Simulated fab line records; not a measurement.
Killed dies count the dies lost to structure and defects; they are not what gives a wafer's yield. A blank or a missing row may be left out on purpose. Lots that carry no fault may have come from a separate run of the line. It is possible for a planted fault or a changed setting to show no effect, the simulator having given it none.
fab line records	flow nand_harc
[record] lots = 6	wafers = 18	last_day = 25
route steps=1159 shown A_SOURCE_PLATE@418 A_ONON_D1@424 A_CHANNEL_HOLE_D1@450 END@1159
lots that met no fault: from a run of the same line without faults
start_h: hours from the record's first day to the start of the lot's first wafer shown	wait_h: hours elapsed since this lot's preceding step	" the same as in the row above	L1.1+2: a single row standing in for several wafers	- either no value or no given start	* or withheld: withheld	< > ~ a bound
route shown NAME@n: names a module that has steps shown in the file, with the first one's number in the route	usual: mean/standard deviation of fault-free wafers	same: alike in all rows	chamber/n: place in a boat	sites: per-site readings	_std_site: standard deviation across them	_edge_site: the outer-site mean with the inner-site mean subtracted	radius_mm: for every site, how far away it sits from the centre of the wafer	mask NAME#n: copy n	behind: tool/chamber where the wafer was last shaped	hold: cause of the lot's hold/its duration in hours/its outcome	device: transistor that didn't switch, given as n, p or np	end of line: tests run on the same wafers once the route is complete	a step with no rows: only its recipe	killed: dies that structure and defects cost at the first sort, which is not the same as the wafer's yield	map: a wafer's dies, x killed, . not, _ none there
set.NAME: setting as actually run; set.NAME@STEP: the setting as run at that earlier step	model.NAME: the simulator's own value behind a step, which no gauge read
lots at selected steps of the route; one table per step, one row per wafer
services: from which hour (start_h, from the record's first day; less than 0 if before it) a tool's chamber was out of use, for how many hours, and why
[[steps]]
[step NHARC_A_SOURCE_PLATE_CVD_03]
[recipe] target_thk_a = 2000	temp_c = 620	pressure_mtorr = 200	time_s = 4000	material = poly-Si
[step NHARC_A_SOURCE_PLATE_ANNEAL_05]
[recipe] temp_c = 850	time_s = 1800
[step NHARC_A_SOURCE_PLATE_THK_MEAS_06]
[recipe] thk_meas_gauge = ellipsometry
[usual] thk_nm = 200.5/2.2
lot.wafer	tool	chamber	start_h	wait_h	thk_nm
L936.4	film_metro-02	-	166.22	0.4	197.3
L936.5	"	-	"	"	200.4
L936.6	"	-	"	"	201.4
L938.1	film_metro-01	-	173.83	0.4	200.4
L938.3	"	-	"	"	200.3
L938.4	"	-	"	"	201.6
L945.3	film_metro-02	-	210.19	0.4	198.1
L945.4	"	-	"	"	201.4
L945.6	"	-	"	"	202.1
L949.2	film_metro-01	-	233.42	0.4	203.2
L949.4	"	-	"	"	201.1
L949.6	"	-	"	"	201.1
L948.3	film_metro-01	-	233.45	0.4	198.1
L948.4	"	-	"	"	197.8
L948.5	"	-	"	"	198.9
L959.1	film_metro-01	-	291.94	0.4	198.9
L959.2	"	-	"	"	199.0
L959.5	"	-	"	"	199.2
[step NHARC_A_SOURCE_PLATE_INSPECT_08]
[usual] raw_defect_count = 61/25
lot.wafer	tool	chamber	start_h	wait_h	raw_defect_count
L936.4	defect_inspect-02	-	166.28	0.0	128
L936.5	"	-	"	"	70
L936.6	"	-	"	"	142
L938.1	defect_inspect-01	-	173.92	0.0	54
L938.3	"	-	"	"	34
L938.4	"	-	"	"	85
L945.3	defect_inspect-02	-	210.27	0.0	44
L945.4	"	-	"	"	34
L945.6	"	-	"	"	44
L949.2	defect_inspect-02	-	233.49	0.0	58
L949.4	"	-	"	"	54
L949.6	"	-	"	"	40
L948.3	defect_inspect-02	-	233.55	0.0	71
L948.4	"	-	"	"	61
L948.5	"	-	"	"	49
L959.1	defect_inspect-01	-	292.04	0.0	63
L959.2	"	-	"	"	63
L959.5	"	-	"	"	92
[step NHARC_A_ONON_D1_DEP_00]
[recipe] target_thk_a = 10000	n2_flow_sccm = 2750	n2o_flow_sccm = 2000	nh3_flow_sccm = 500	sih4_flow_sccm = 210	temp_c = 400
[step NHARC_A_ONON_D1_THK_MEAS_02]
[recipe] thk_meas_gauge = ellipsometry
[usual] thk_nm = 1001/9.7
lot.wafer	tool	chamber	start_h	wait_h	thk_nm
L936.4	film_metro-02	-	166.85	-	992
L936.5	"	-	"	"	993
L936.6	"	-	"	"	992
L938.1	film_metro-02	-	174.50	-	1010
L938.3	"	-	"	"	1008
L938.4	"	-	"	"	1008
L945.3	film_metro-01	-	210.85	-	1007
L945.4	"	-	"	"	1006
L945.6	"	-	"	"	1007
L949.2	film_metro-02	-	234.07	-	1002
L949.4	"	-	"	"	998
L949.6	"	-	"	"	998
L948.3	film_metro-02	-	234.42	-	990
L948.4	"	-	"	"	991
L948.5	"	-	"	"	992
L959.1	film_metro-02	-	292.62	-	1002
L959.2	"	-	"	"	1001
L959.5	"	-	"	"	1002
[step NHARC_A_ONON_D1_DEP_03]
[recipe] target_thk_a = 10000	n2_flow_sccm = 2750	n2o_flow_sccm = 2000	nh3_flow_sccm = 500	sih4_flow_sccm = 210	temp_c = 400
[step NHARC_A_ONON_D1_THK_MEAS_05]
[recipe] thk_meas_gauge = ellipsometry
[usual] thk_nm = 1002/11
lot.wafer	tool	chamber	start_h	wait_h	thk_nm
L936.4	film_metro-02	-	167.42	-	989
L936.5	"	-	"	"	989
L936.6	"	-	"	"	989
L938.1	film_metro-01	-	175.07	-	991
L938.3	"	-	"	"	991
L938.4	"	-	"	"	992
L945.3	film_metro-01	-	211.54	-	1014
L945.4	"	-	"	"	1014
L945.6	"	-	"	"	1015
L949.2	film_metro-02	-	234.63	-	1005
L949.4	"	-	"	"	1006
L949.6	"	-	"	"	1005
L948.3	film_metro-01	-	234.99	-	1009
L948.4	"	-	"	"	1009
L948.5	"	-	"	"	1009
L959.1	film_metro-02	-	293.18	-	990
L959.2	"	-	"	"	989
L959.5	"	-	"	"	989
[step NHARC_A_ONON_D1_DEP_06]
[recipe] target_thk_a = 10000	n2_flow_sccm = 2750	n2o_flow_sccm = 2000	nh3_flow_sccm = 500	sih4_flow_sccm = 210	temp_c = 400
[step NHARC_A_ONON_D1_THK_MEAS_08]
[recipe] thk_meas_gauge = ellipsometry
[usual] thk_nm = 1000/7.8
lot.wafer	tool	chamber	start_h	wait_h	thk_nm
L936.4	film_metro-01	-	168.01	-	1011
L936.5	"	-	"	"	1008
L936.6	"	-	"	"	1009
L938.1	film_metro-02	-	175.64	-	999
L938.3	"	-	"	"	997
L938.4	"	-	"	"	995
L945.3	film_metro-02	-	212.21	-	1003
L945.4	"	-	"	"	1002
L945.6	"	-	"	"	1003
L949.2	film_metro-02	-	235.20	-	992
L949.4	"	-	"	"	991
L949.6	"	-	"	"	993
L948.3	film_metro-02	-	235.55	-	990
L948.4	"	-	"	"	990
L948.5	"	-	"	"	989
L959.1	film_metro-01	-	293.75	-	1002
L959.2	"	-	"	"	1001
L959.5	"	-	"	"	1000
[step NHARC_A_ONON_D1_DEP_09]
[recipe] target_thk_a = 10000	n2_flow_sccm = 2750	n2o_flow_sccm = 2000	nh3_flow_sccm = 500	sih4_flow_sccm = 210	temp_c = 400
[usual] n2_flow_sccm = 2752/8.9	n2o_flow_sccm = 2000/5.6	nh3_flow_sccm = 500.2/1.5
lot.wafer	tool	chamber	start_h	wait_h	n2_flow_sccm	n2o_flow_sccm	nh3_flow_sccm
L936.4	pecvd_onon-01	0	168.24	0.2	2743	1999	499.8
L936.5	"	0	"	"	2753	1996	498.7
L936.6	"	0	"	"	2749	1993	500.0
L938.1	pecvd_onon-01	0	175.70	0.1	2753	1998	498.3
L938.3	"	0	"	"	2759	2002	497.8
L938.4	"	0	"	"	2747	2003	498.0
L945.3	pecvd_onon-02	0	212.40	0.2	2755	2007	503.2
L945.4	"	0	"	"	2748	2000	500.5
L945.6	"	0	"	"	2744	1996	501.0
L949.2	pecvd_onon-01	0	235.32	0.1	2740	2008	500.3
L949.4	"	0	"	"	2749	2006	500.5
L949.6	"	0	"	"	2751	2009	499.1
L948.3	pecvd_onon-01	0	235.72	0.2	2763	1998	501.8
L948.4	"	0	"	"	2749	2002	499.5
L948.5	"	0	"	"	2759	2002	500.2
L959.1	pecvd_onon-03	0	293.80	0.1	2747	2000	497.7
L959.2	"	0	"	"	2746	2004	497.5
L959.5	"	0	"	"	2747	1994	500.4
[step NHARC_A_ONON_D1_THK_MEAS_11]
[recipe] thk_meas_gauge = ellipsometry
[usual] thk_nm = 998/9
lot.wafer	tool	chamber	start_h	wait_h	thk_nm
L936.4	film_metro-01	-	168.59	-	1016
L936.5	"	-	"	"	1018
L936.6	"	-	"	"	1018
L938.1	film_metro-01	-	176.21	-	994
L938.3	"	-	"	"	996
L938.4	"	-	"	"	995
L945.3	film_metro-01	-	212.80	-	998
L945.4	"	-	"	"	996
L945.6	"	-	"	"	997
L949.2	film_metro-01	-	235.77	-	1011
L949.4	"	-	"	"	1008
L949.6	"	-	"	"	1008
L948.3	film_metro-02	-	236.12	-	1000
L948.4	"	-	"	"	1001
L948.5	"	-	"	"	1001
L959.1	film_metro-02	-	294.31	-	998
L959.2	"	-	"	"	996
L959.5	"	-	"	"	997
[step NHARC_A_ONON_D1_DEP_12]
[recipe] target_thk_a = 10000	n2_flow_sccm = 2750	n2o_flow_sccm = 2000	nh3_flow_sccm = 500	sih4_flow_sccm = 210	temp_c = 400
[step NHARC_A_ONON_D1_THK_MEAS_14]
[recipe] thk_meas_gauge = ellipsometry
[usual] thk_nm = 1004/11
lot.wafer	tool	chamber	start_h	wait_h	thk_nm
L936.4	film_metro-01	-	169.18	-	1014
L936.5	"	-	"	"	1014
L936.6	"	-	"	"	1015
L938.1	film_metro-01	-	176.77	-	1008
L938.3	"	-	"	"	1008
L938.4	"	-	"	"	1009
L945.3	film_metro-01	-	213.37	-	1009
L945.4	"	-	"	"	1010
L945.6	"	-	"	"	1010
L949.2	film_metro-02	-	236.33	-	1019
L949.4	"	-	"	"	1020
L949.6	"	-	"	"	1021
L948.3	film_metro-01	-	236.68	-	1002
L948.4	"	-	"	"	999
L948.5	"	-	"	"	999
L959.1	film_metro-01	-	294.88	-	998
L959.2	"	-	"	"	999
L959.5	"	-	"	"	998
[step NHARC_A_ONON_D1_ANNEAL_15]
[recipe] temp_c = 750	time_s = 3600
[step NHARC_A_ONON_D1_DEP_16]
[recipe] target_thk_a = 10000	n2_flow_sccm = 2750	n2o_flow_sccm = 2000	nh3_flow_sccm = 500	sih4_flow_sccm = 210	temp_c = 400
[step NHARC_A_ONON_D1_THK_MEAS_18]
[recipe] thk_meas_gauge = ellipsometry
[usual] thk_nm = 999/9.6
lot.wafer	tool	chamber	start_h	wait_h	thk_nm
L936.4	film_metro-02	-	177.29	-	996
L936.5	"	-	"	"	996
L936.6	"	-	"	"	992
L938.1	film_metro-01	-	186.16	-	990
L938.3	"	-	"	"	991
L938.4	"	-	"	"	992
L945.3	film_metro-01	-	220.28	-	1001
L945.4	"	-	"	"	1001
L945.6	"	-	"	"	1002
L949.2	film_metro-02	-	245.18	-	1003
L949.4	"	-	"	"	1004
L949.6	"	-	"	"	1003
L948.3	film_metro-02	-	245.53	-	1000
L948.4	"	-	"	"	997
L948.5	"	-	"	"	999
L959.1	film_metro-02	-	306.90	-	1024
L959.2	"	-	"	"	1023
L959.5	"	-	"	"	1023
[step NHARC_A_ONON_D1_DEP_19]
[recipe] target_thk_a = 10000	n2_flow_sccm = 2750	n2o_flow_sccm = 2000	nh3_flow_sccm = 500	sih4_flow_sccm = 210	temp_c = 400
[step NHARC_A_ONON_D1_THK_MEAS_21]
[recipe] thk_meas_gauge = ellipsometry
[usual] thk_nm = 996/10
lot.wafer	tool	chamber	start_h	wait_h	thk_nm
L936.4	film_metro-01	-	177.86	-	988
L936.5	"	-	"	"	993
L936.6	"	-	"	"	992
L938.1	film_metro-01	-	186.73	-	995
L938.3	"	-	"	"	993
L938.4	"	-	"	"	996
L945.3	film_metro-01	-	220.85	-	997
L945.4	"	-	"	"	997
L945.6	"	-	"	"	998
L949.2	film_metro-01	-	245.74	-	1004
L949.4	"	-	"	"	1004
L949.6	"	-	"	"	1006
L948.3	film_metro-01	-	246.10	-	991
L948.4	"	-	"	"	991
L948.5	"	-	"	"	991
L959.1	film_metro-02	-	307.47	-	1016
L959.2	"	-	"	"	1019
L959.5	"	-	"	"	1018
[step NHARC_A_ONON_D1_DEP_22]
[recipe] target_thk_a = 10000	n2_flow_sccm = 2750	n2o_flow_sccm = 2000	nh3_flow_sccm = 500	sih4_flow_sccm = 210	temp_c = 400
[step NHARC_A_ONON_D1_THK_MEAS_24]
[recipe] thk_meas_gauge = ellipsometry
[usual] thk_nm = 1000/12
lot.wafer	tool	chamber	start_h	wait_h	thk_nm
L936.4	film_metro-01	-	178.43	-	990
L936.5	"	-	"	"	991
L936.6	"	-	"	"	991
L938.1	film_metro-01	-	187.31	-	991
L938.3	"	-	"	"	989
L938.4	"	-	"	"	989
L945.3	film_metro-01	-	221.42	-	985
L945.4	"	-	"	"	985
L945.6	"	-	"	"	985
L949.2	film_metro-02	-	246.32	-	983
L949.4	"	-	"	"	984
L949.6	"	-	"	"	982
L948.3	film_metro-01	-	246.67	-	1006
L948.4	"	-	"	"	1005
L948.5	"	-	"	"	1007
L959.1	film_metro-02	-	308.04	-	987
L959.2	"	-	"	"	985
L959.5	"	-	"	"	986
[step NHARC_A_ONON_D1_DEP_25]
[recipe] target_thk_a = 10000	n2_flow_sccm = 2750	n2o_flow_sccm = 2000	nh3_flow_sccm = 500	sih4_flow_sccm = 210	temp_c = 400
[step NHARC_A_ONON_D1_THK_MEAS_27]
[recipe] thk_meas_gauge = ellipsometry
[usual] thk_nm = 1004/6.8
lot.wafer	tool	chamber	start_h	wait_h	thk_nm
L936.4	film_metro-02	-	178.99	-	1003
L936.5	"	-	"	"	1001
L936.6	"	-	"	"	1003
L938.1	film_metro-01	-	187.87	-	999
L938.3	"	-	"	"	998
L938.4	"	-	"	"	998
L945.3	film_metro-02	-	221.98	-	1005
L945.4	"	-	"	"	1006
L945.6	"	-	"	"	1006
L949.2	film_metro-01	-	246.88	-	989
L949.4	"	-	"	"	988
L949.6	"	-	"	"	988
L948.3	film_metro-01	-	247.24	-	994
L948.4	"	-	"	"	994
L948.5	"	-	"	"	993
L959.1	film_metro-02	-	308.60	-	1008
L959.2	"	-	"	"	1008
L959.5	"	-	"	"	1008
[step NHARC_A_ONON_D1_DEP_28]
[recipe] target_thk_a = 10000	n2_flow_sccm = 2750	n2o_flow_sccm = 2000	nh3_flow_sccm = 500	sih4_flow_sccm = 210	temp_c = 400
[step NHARC_A_ONON_D1_THK_MEAS_30]
[recipe] thk_meas_gauge = ellipsometry
[usual] thk_nm = 1000/9.9
lot.wafer	tool	chamber	start_h	wait_h	thk_nm
L936.4	film_metro-01	-	179.56	-	1002
L936.5	"	-	"	"	1002
L936.6	"	-	"	"	1001
L938.1	film_metro-01	-	188.44	-	1011
L938.3	"	-	"	"	1010
L938.4	"	-	"	"	1009
L945.3	film_metro-02	-	222.55	-	1000
L945.4	"	-	"	"	1000
L945.6	"	-	"	"	1001
L949.2	film_metro-02	-	247.45	-	994
L949.4	"	-	"	"	995
L949.6	"	-	"	"	992
L948.3	film_metro-01	-	247.81	-	1000
L948.4	"	-	"	"	1000
L948.5	"	-	"	"	1000
L959.1	film_metro-02	-	309.17	-	977
L959.2	"	-	"	"	978
L959.5	"	-	"	"	978
[step NHARC_A_ONON_D1_DEP_33]
[recipe] target_thk_a = 2000	temp_c = 400	pressure_torr = 6.5	rf_w = 900	teos_flow_sccm = 161.4	flow_sccm = 2650	target_thk_nm = 200	gas = O2	material = SiO2
[usual] heater_power_w = 526/94	throttle_valve_pct = 15.9/0.38
lot.wafer	tool	chamber	start_h	wait_h	heater_power_w	since_wet_clean_h	throttle_valve_pct
L936.5	pecvd-03	1	179.75	0.2	659	-	15.7
L936.4	"	2	"	"	615	-	15.4
L936.6	"	0	"	"	562	-	15.8
L938.3	pecvd-03	2	188.54	0.1	596	65	15.9
L938.1	"	0	"	"	582	65	15.8
L938.4	"	0	"	"	430	-	15.6
L945.3	pecvd-01	1	222.77	0.2	446	154	15.8
L945.4	"	2	"	"	437	-	16.2
L945.6	"	1	"	"	453	-	15.9
L949.2	pecvd-03	0	247.51	0.1	463	124	15.8
L949.4	"	0	"	"	482	-	15.9
L949.6	"	0	"	"	498	-	15.7
L948.3	pecvd-02	1	248.37	0.6	361	82	15.4
L948.4	"	1	"	"	365	-	15.5
L948.5	"	2	"	"	520	-	15.6
L959.2	pecvd-03	2	309.22	0.1	529	4	15.8
L959.1	"	0	"	"	462	4	15.3
L959.5	"	0	"	"	470	-	15.6
[step NHARC_A_ONON_D1_THK_MEAS_34]
[recipe] thk_meas_gauge = ellipsometry
[usual] thk_nm = 200/3.3
lot.wafer	tool	chamber	start_h	wait_h	thk_nm
L936.4	film_metro-01	-	180.03	-	205
L936.5	"	-	"	"	203
L936.6	"	-	"	"	201
L938.1	film_metro-01	-	188.91	-	198
L938.3	"	-	"	"	202
L938.4	"	-	"	"	201
L945.3	film_metro-02	-	223.10	-	199
L945.4	"	-	"	"	197
L945.6	"	-	"	"	198
L949.2	film_metro-02	-	248.06	0.5	201
L949.4	"	-	"	"	204
L949.6	"	-	"	"	202
L948.3	film_metro-02	-	248.74	-	203
L948.4	"	-	"	"	205
L948.5	"	-	"	"	208
L959.1	film_metro-02	-	309.64	-	194
L959.2	"	-	"	"	193
L959.5	"	-	"	"	201
[step NHARC_A_CHANNEL_HOLE_D1_DEP_00]
[recipe] target_thk_a = 31000	temp_c = 400	material = aC
[usual] throttle_valve_pct = 35.001/0.0081
lot.wafer	tool	chamber	start_h	wait_h	throttle_valve_pct
L936.4	acl_dep-02	0	183.27	3.2	35.005
L936.5	"	0	"	"	35.005
L936.6	"	0	"	"	34.981
L938.1	acl_dep-03	0	193.62	4.6	34.994
L938.3	"	0	"	"	35.005
L938.4	"	0	"	"	34.997
L945.3	acl_dep-01	0	223.86	0.7	35.004
L945.4	"	0	"	"	35.006
L945.6	"	0	"	"	35.007
L949.2	acl_dep-02	0	251.23	3.1	34.985
L949.4	"	0	"	"	35.017
L949.6	"	0	"	"	35.012
L948.3	acl_dep-02	0	253.47	4.6	35.005
L948.4	"	0	"	"	34.991
L948.5	"	0	"	"	35.007
L959.1	acl_dep-03	0	310.92	1.2	35.012
L959.2	"	0	"	"	35.007
L959.5	"	0	"	"	34.996
[step NHARC_A_CHANNEL_HOLE_D1_DEP_01]
[recipe] target_thk_a = 1400	target_thk_nm = 140	temp_c = 400	pressure_torr = 3.5	flow_sccm = 200	rf_w = 350	material = SiON
[usual] heater_power_w = 685/95
lot.wafer	tool	chamber	start_h	wait_h	heater_power_w	since_wet_clean_h
L936.6	pecvd-01	0	184.32	0.1	802	-
L936.4	"	1	"	"	654	-
L936.5	"	2	"	"	612	-
L938.3	pecvd-02	0	195.57	1.0	810	29
L938.1	"	1	"	"	564	29
L938.4	"	0	"	"	845	-
L945.3	pecvd-01	1	225.18	1.0	669	156
L945.4	"	0	"	"	868	-
L945.6	"	1	"	"	701	-
L949.2	pecvd-04	1	252.89	1.3	618	45
L949.6	"	0	"	"	685	-
L949.4	"	1	"	"	597	-
L948.3	pecvd-02	2	254.78	1.0	712	89
L948.4	"	1	"	"	560	-
L948.5	"	2	"	"	702	-
L959.1	pecvd-02	0	312.83	1.6	878	147
L959.2	"	1	"	"	564	147
L959.5	"	0	"	"	885	-
[step NHARC_A_CHANNEL_HOLE_D1_DEHYDRATE_02]
[recipe] temp_c = 150	time_s = 120
[step NHARC_A_CHANNEL_HOLE_D1_HMDS_03]
[recipe] time_s = 30
[step NHARC_A_CHANNEL_HOLE_D1_COAT_36]
[recipe] temp_c = 260	time_s = 75
[step NHARC_A_CHANNEL_HOLE_D1_COAT_37]
[recipe] temp_c = 225	time_s = 65
[step NHARC_A_CHANNEL_HOLE_D1_COAT_04]
[recipe] spin_rpm = 1500	resist_thk_nm = 90
[step NHARC_A_CHANNEL_HOLE_D1_SOFTBAKE_05]
[recipe] temp_c = 105	time_s = 55
[step NHARC_A_CHANNEL_HOLE_D1_EBR_06]
[step NHARC_A_CHANNEL_HOLE_D1_EXPOSE_07]
[recipe] na = 1.35	target_cd_nm = 100	sigma_outer = 0.3	dose_mj = 59.65	mask_id = HOLE_D1
[step NHARC_END_SORT_01]
[recipe] temp_c = 25
[usual] killed_at_array = 26/9.1	killed_at_other = 0.7/0.9	killed_at_periphery = 3.6/2.8	killed_dies = 30/9.2	killed_open = 3.0/1.9	killed_short = 2.0/1.4
[same] gross_dies = 677
lot.wafer	tool	chamber	start_h	wait_h	killed_at_array	killed_at_other	killed_at_periphery	killed_dies	killed_open	killed_short
L949.2	prober-02	0	513.20	2.8	78	0	2	80	4	2
L949.4	prober-02	0	514.85	3.5	72	0	2	74	2	1
L949.6	prober-02	0	516.49	4.1	76	0	3	79	1	0
L948.3	prober-01	0	527.69	3.1	59	0	2	61	4	1
L948.4	prober-01	0	528.49	3.4	60	0	5	65	0	1
L948.5	prober-01	0	529.30	3.7	59	1	4	64	4	3
// killed by level:class
L949.2 A_ONON_D1:unspecified=48 A_CHANNEL_HOLE_D1:chamber_film_flake=17 A_CONTACT:chamber_film_flake=5 A_STAIRCASE:chamber_film_flake=2 P_STI:geometric_particle:open=1 P_M2:geometric_particle:open=1 A_SOURCE_PLATE:geometric_particle:open=1 A_SOURCE_PLATE:geometric_particle:short=1
L949.4 A_ONON_D1:unspecified=45 A_CHANNEL_HOLE_D1:chamber_film_flake=11 A_CONTACT:chamber_film_flake=9 A_STAIRCASE:chamber_film_flake=3 P_GATE:geometric_particle:open=1 A_SOURCE_PLATE:geometric_particle:open=1 A_CONTACT:geometric_particle:short=1 P_GATE:chamber_film_flake=1
L949.6 A_ONON_D1:unspecified=49 A_CHANNEL_HOLE_D1:chamber_film_flake=14 A_CONTACT:chamber_film_flake=8 A_STAIRCASE:chamber_film_flake=4 P_GATE:chamber_film_flake=2 A_WL_FILL:geometric_particle:open=1 P_ZERO_WELL:chamber_film_flake=1
L948.3 A_ONON_D1:unspecified=45 A_CHANNEL_HOLE_D1:chamber_film_flake=5 A_CONTACT:chamber_film_flake=3 P_CONTACT:geometric_particle:open=1 A_CHANNEL_FILL_D1:geometric_particle:short=1 A_SGD_CUT:geometric_particle:open=1 A_CONTACT:geometric_particle:open=1 A_BLC:geometric_particle:open=1
L948.4 A_ONON_D1:unspecified=47 A_CHANNEL_HOLE_D1:chamber_film_flake=6 P_M1:chamber_film_flake=5 A_CONTACT:chamber_film_flake=3 A_ONON_D1:geometric_particle:short=1 A_ZERO_WELL:chamber_film_flake=1 A_SLIT:chamber_film_flake=1 A_WL_FILL:chamber_film_flake=1
L948.5 A_ONON_D1:unspecified=45 A_CHANNEL_HOLE_D1:chamber_film_flake=5 P_M1:chamber_film_flake=3 A_BLC:geometric_particle:open=2 A_CONTACT:chamber_film_flake=2 P_GATE:geometric_particle:short=1 A_SOURCE_PLATE:geometric_particle:open=1 A_CHANNEL_HOLE_D1:geometric_particle:short=1
// map L948.4 (x killed, . not)
____________.____________
_________......._________
_______..........._______
______.............______
_____..........x...._____
____.................____
____.................____
___...................___
___.x.................___
__.....................__
__..x..................__
_.x....................._
_......................._
_x.x...x................_
_......................._
_..x.x.................._
..xxx....x...............
......x..................
x........................
.....x...................
......x..................
_..x...................._
_...x..................._
_xxxx....x.............._
_xxxxx.................._
_xxxxxx................._
__xxxxx................__
__xxxxx................__
___xxxx...............___
___xxxxx..............___
____xxxx.............____
____xxx..............____
_____xxx............_____
______x............______
_______..........._______
_________......._________
____________.____________
// map L949.2 (x killed, . not)
____________.____________
_________......._________
_______..........._______
______.....x.......______
_____..............x_____
____.....x...........____
____.................____
___...................___
___...................___
__.....................__
__.....................__
_.....x................._
_......................._
_......................._
_......................._
_......................._
..xx.....................
.........................
.....x.....x.............
...x.xx..x...............
.....xx..................
_..xx.xxx..............._
_.xxxxx.x..............._
_xxxxx..xx.............._
_xxxxxx.......x........._
_xxxxxx............x...._
__xxxx............x....__
__xxxxx...............x__
___xxxxx..............___
___xxxxx..............___
____xxxx.........x...____
____x.x.........xx...____
_____xx..........x.._____
______x............______
_______..........._______
_________......._________
____________.____________
[[services]]
tool	chamber	start_h	hours	kind
pecvd_onon-01	-	151.70	11.3	repair
pecvd-02	-	153.12	13.0	pm
pecvd-02	0	153.12	13.0	vent_cycle
pecvd-02	1	153.12	13.0	vent_cycle
pecvd-02	2	153.12	13.0	vent_cycle
pecvd_onon-03	-	153.26	13.0	pm
pecvd-02	0	166.12	-	clean
pecvd-02	1	166.12	-	clean
pecvd-02	2	166.12	-	clean
acl_dep-02	-	169.32	13.0	pm
pecvd-04	-	195.00	13.0	pm
pecvd_onon-01	-	195.00	13.0	pm
pecvd_onon-02	-	207.52	1.5	repair
pecvd-03	1	211.71	5.7	repair
acl_dep-03	-	225.88	13.0	pm
pecvd-01	-	237.00	13.0	pm
pecvd-04	-	240.46	0.5	repair
pecvd-03	2	245.31	16.2	repair
pecvd-02	-	288.16	1.5	repair
pecvd-03	-	292.05	13.0	pm
pecvd-03	0	292.05	13.0	vent_cycle
pecvd_onon-02	-	292.10	13.0	pm
acl_dep-01	-	294.18	13.0	pm
pecvd-02	1	299.99	7.7	repair
[[key]]
[first_sign] step = NHARC_END_SORT_01	reading = killed_at_array	direction = up	sigmas = 4.5	usual = 26	struck = 67
[effect] step = NHARC_END_SORT_01	reading = killed_dies	direction = up	sigmas = 4.4	usual = 30	struck = 70
[more_kills_born_at] NHARC_A_ONON_D1_DEP_09@pecvd_onon-01 = 279
met_at NHARC_A_ONON_D1_DEP_09
struck_wafers L948.3,L948.4,L948.5,L949.2,L949.4,L949.6
tester_left_out L948,L949
also_fits NHARC_A_CHANNEL_HOLE_D1_DEP_00:acl_dep-02
[fault] kind = chamber_particle_source	tool = pecvd_onon-01	chamber = -	onset_h = 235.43	steps = NHARC_A_ONON_D1_DEP_09	rate_per_visit_cm2 = 0.68911	end_h = 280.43
// tester_left_out: of these lots the tester's yield and bins aren't shown, on N5 and GAA mostly nor the transistor test; their killed dies are dies lost to structure and defects alone, not to doping, threshold or leakage, so they don't give the yield
